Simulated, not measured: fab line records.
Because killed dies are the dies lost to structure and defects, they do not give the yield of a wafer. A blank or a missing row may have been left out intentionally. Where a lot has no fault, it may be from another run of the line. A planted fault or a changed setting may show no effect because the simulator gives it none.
Split-lot experiment | flow n5_finfet | on a route of 1938 steps: 7 lots, 39 wafers read

ON THE SPLIT
At N5_BEOL_M6_ILD_DEP_00 (deposits SiCOH lowk from DEMS/porogen, target thk 179.75 nm, time 33.4 s), the setting target_thk_a was moved away from the recipe's 1797.5 angstrom on 9 of the 39 wafers read, by -52.7% to +54.3%. This setting was run at the recipe's value on the other wafers.

BETWEEN THE SPLIT AND THE READING: the file shows 1 step in between
- N5_BEOL_M6_CURE_74: cures SiCOH lowk, time 240 s

THE READING
M6_ILD_THK, in nm, at N5_BEOL_M6_THK_MEAS_01. A value of 154.8 nm with a standard deviation of 2.3 nm is what fault-free wafers of this fab line usually give.

wafer  | tool, chamber at the split | target_thk_a as run, angstrom | against the recipe | M6_ILD_THK, nm | against lot-mates on the recipe
L075.1 | pecvd-01, 0                | 1797.5                        | recipe             | 152.7          | -
L075.3 | pecvd-01, 0                | 1797.5                        | recipe             | 155.2          | -
L075.4 | pecvd-01, 1                | 1797.5                        | recipe             | 156.1          | -
L077.1 | pecvd-01, 0                | 1797.5                        | recipe             | 153.7          | -
L077.2 | pecvd-01, 1                | 1797.5                        | recipe             | 156.8          | -
L077.3 | pecvd-01, 1                | 1797.5                        | recipe             | 158.9          | -
L077.4 | pecvd-01, 0                | 1797.5                        | recipe             | 156.5          | -
L077.5 | pecvd-01, 0                | 1797.5                        | recipe             | 155.7          | -
L077.6 | pecvd-01, 1                | 1797.5                        | recipe             | 158.0          | -
L078.1 | pecvd-02, 0                | 1797.5                        | recipe             | 153.4          | -
L078.2 | pecvd-02, 2                | 1797.5                        | recipe             | 152.7          | -
L078.3 | pecvd-02, 1                | 1797.5                        | recipe             | 157.0          | -
L078.4 | pecvd-02, 0                | 1797.5                        | recipe             | 156.2          | -
L078.5 | pecvd-02, 2                | 1797.5                        | recipe             | 155.6          | -
L078.6 | pecvd-02, 1                | 1797.5                        | recipe             | 159.3          | -
L079.1 | pecvd-01, 1                | 1797.5                        | recipe             | 156.3          | -
L079.2 | pecvd-01, 0                | 1082                          | -39.8%             | 92.8           | -64.3
L079.3 | pecvd-01, 0                | 1797.5                        | recipe             | 156.7          | -
L079.4 | pecvd-01, 1                | 1797.5                        | recipe             | 158.4          | -
L079.5 | pecvd-01, 0                | 1082                          | -39.8%             | 94.5           | -62.6
L079.6 | pecvd-01, 1                | 1082                          | -39.8%             | 94.9           | -62.2
L082.1 | pecvd-04, 2                | 1797.5                        | recipe             | 153.6          | -
L082.2 | pecvd-04, 1                | 1797.5                        | recipe             | 152.8          | -
L082.3 | pecvd-04, 0                | 2774                          | +54.3%             | 241.1          | +87.2
L082.4 | pecvd-04, 2                | 2774                          | +54.3%             | 241.9          | +88.0
L082.5 | pecvd-04, 0                | 2774                          | +54.3%             | 244.9          | +91.0
L082.6 | pecvd-04, 1                | 1797.5                        | recipe             | 155.4          | -
L081.1 | pecvd-01, 0                | 1797.5                        | recipe             | 154.9          | -
L081.2 | pecvd-01, 2                | 1797.5                        | recipe             | 156.5          | -
L081.3 | pecvd-01, 2                | 1797.5                        | recipe             | 155.4          | -
L081.4 | pecvd-01, 0                | 1797.5                        | recipe             | 156.8          | -
L081.5 | pecvd-01, 2                | 1797.5                        | recipe             | 159.9          | -
L081.6 | pecvd-01, 0                | 1797.5                        | recipe             | 155.9          | -
L084.1 | pecvd-04, 0                | 1797.5                        | recipe             | 153.2          | -
L084.2 | pecvd-04, 1                | 850.8                         | -52.7%             | 68.9           | -84.7
L084.3 | pecvd-04, 2                | 850.8                         | -52.7%             | 71.4           | -82.2
L084.4 | pecvd-04, 2                | 1797.5                        | recipe             | 155.5          | -
L084.5 | pecvd-04, 0                | 850.8                         | -52.7%             | 73.2           | -80.4
L084.6 | pecvd-04, 1                | 1797.5                        | recipe             | 152.0          | -

FIT RESULTS
A straight line over all 39 wafers: M6_ILD_THK changes by +1.59 nm for each +1% of target_thk_a; r = +1.00; the points scatter about the line by 2 nm.
The same after taking each lot's own level away (the mean of its wafers on the recipe; 39 wafers): +1.6 nm for each +1%; r = +1.00; scatter 1.8 nm.
Per that fit: largest target_thk_a move, reading shift of 87 nm.
The lots' own levels span 153.57 to 157.13 nm, that is 1.6 times the standard deviation above.
The two slopes are in agreement: the lot-to-lot level therefore moves the slope only a little.
Check: with one of the wafers moved furthest among these (+54.3%) left out of the fit, the line predicts +87.1 nm for it against its lot-mates. It came out at +87.2 nm against them.

ADDITIONAL SPLITS CARRIED BY THESE WAFERS
Other splits were also applied to these wafers ahead of the reading. Each is held against what the fit with the lots' levels taken away leaves over:
other split on the same wafers   | wafers away from the commonest value | r with M6_ILD_THK (lot level and that fit taken away)
N5_BEOL_M4_TRENCH_ETCH_37 time_s | 6                                    | +0.16

THE WHOLE CHAIN: every reading that the file lists as answering this split, in the file's order
step                   | what it does                                                             | reading                                                                                  | change (the file's fit)              | r (the file's)
N5_BEOL_M6_ILD_DEP_00  | deposits SiCOH lowk from DEMS/porogen, target thk 179.75 nm, time 33.4 s | SiCOH_lowk_of_BEOL_M6_ILD_DEP_00.thk_nm (the simulator's own value, which no gauge read) | +1.83 nm for each +1% of the setting | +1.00
N5_BEOL_M6_CURE_74     | cures SiCOH lowk, time 240 s                                             | SiCOH_lowk_of_BEOL_M6_ILD_DEP_00.thk_nm (the simulator's own value, which no gauge read) | +1.6 nm for each +1% of the setting  | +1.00
N5_BEOL_M6_THK_MEAS_01 |                                                                          | M6_ILD_THK                                                                               | +1.6 for each +1% of the setting     | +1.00

THE FILE'S OWN FIT
M6_ILD_THK changes by +1.6 nm for each +1% of target_thk_a, r = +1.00.
